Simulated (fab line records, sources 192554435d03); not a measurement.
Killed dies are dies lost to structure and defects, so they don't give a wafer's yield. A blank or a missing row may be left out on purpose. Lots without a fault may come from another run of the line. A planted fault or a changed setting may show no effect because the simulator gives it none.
Chamber matching | flow n5_finfet | N5_BEOL_M3_ETCH_64 on rie_diel-05: 4 sister chambers
The step etches SOC in N2/H2, target depth 75 nm, overetch 15 nm, time 112.5 s. 8 wafers are shown with their chamber, then 8 later ones without.

WAFERS WITH THEIR CHAMBER
wafer  | chamber | throttle_valve_pct (%) | oes_product_au (a.u.)
L083.1 | 1       | 18.0                   | 0.55
L087.3 | 2       | 17.4                   | 0.52
L087.4 | 0       | 17.1                   | 0.68
L087.6 | 3       | 17.1                   | 0.76
L089.4 | 3       | 17.1                   | 0.74
L089.5 | 2       | 17.4                   | 0.52
L089.6 | 0       | 17.2                   | 0.68
L091.1 | 1       | 17.6                   | 0.77

WAFERS WITHOUT THEIR CHAMBER
wafer  | throttle_valve_pct (%) | oes_product_au (a.u.)
L091.4 | 17.2                   | 0.67
L091.5 | 17.6                   | 0.77
L094.1 | 17.1                   | 0.74
L094.2 | 17.2                   | 0.67
L094.6 | 17.1                   | 0.73
L096.1 | 17.0                   | 0.77
L096.2 | 17.2                   | 0.67
L096.6 | 17.2                   | 0.67

WHICH CHAMBER EACH WENT THROUGH
wafer  | from the rows above               | in truth
L091.4 | can't be placed: 0 or 3 or 2      | 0
L091.5 | can't be placed: 1 or 0 or 3 or 2 | 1
L094.1 | can't be placed: 3 or 0           | 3
L094.2 | can't be placed: 0 or 3 or 2      | 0
L094.6 | can't be placed: 3 or 0           | 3
L096.1 | can't be placed: 3 or 0           | 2
L096.2 | can't be placed: 0 or 3 or 2      | 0
L096.6 | can't be placed: 0 or 3 or 2      | 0
Placed correctly: 0 of 8. Can't be placed from these rows: 8 (the true chamber is among the candidates in 7). Placed wrongly: 0.
How it was worked out, from the rows above alone: a wafer's distance from a chamber is the root of the sum, over the readings, of the square of ((its reading less the chamber's mean) divided by the reading's scatter). The wafer belongs to the nearest chamber; if the next one is less than 2 further off, it can't be placed. A chamber's mean is the mean of its shown wafers. The scatter: the root of (the sum of the squares of (reading less its chamber's mean) over the shown wafers, divided by (wafers less chambers)).
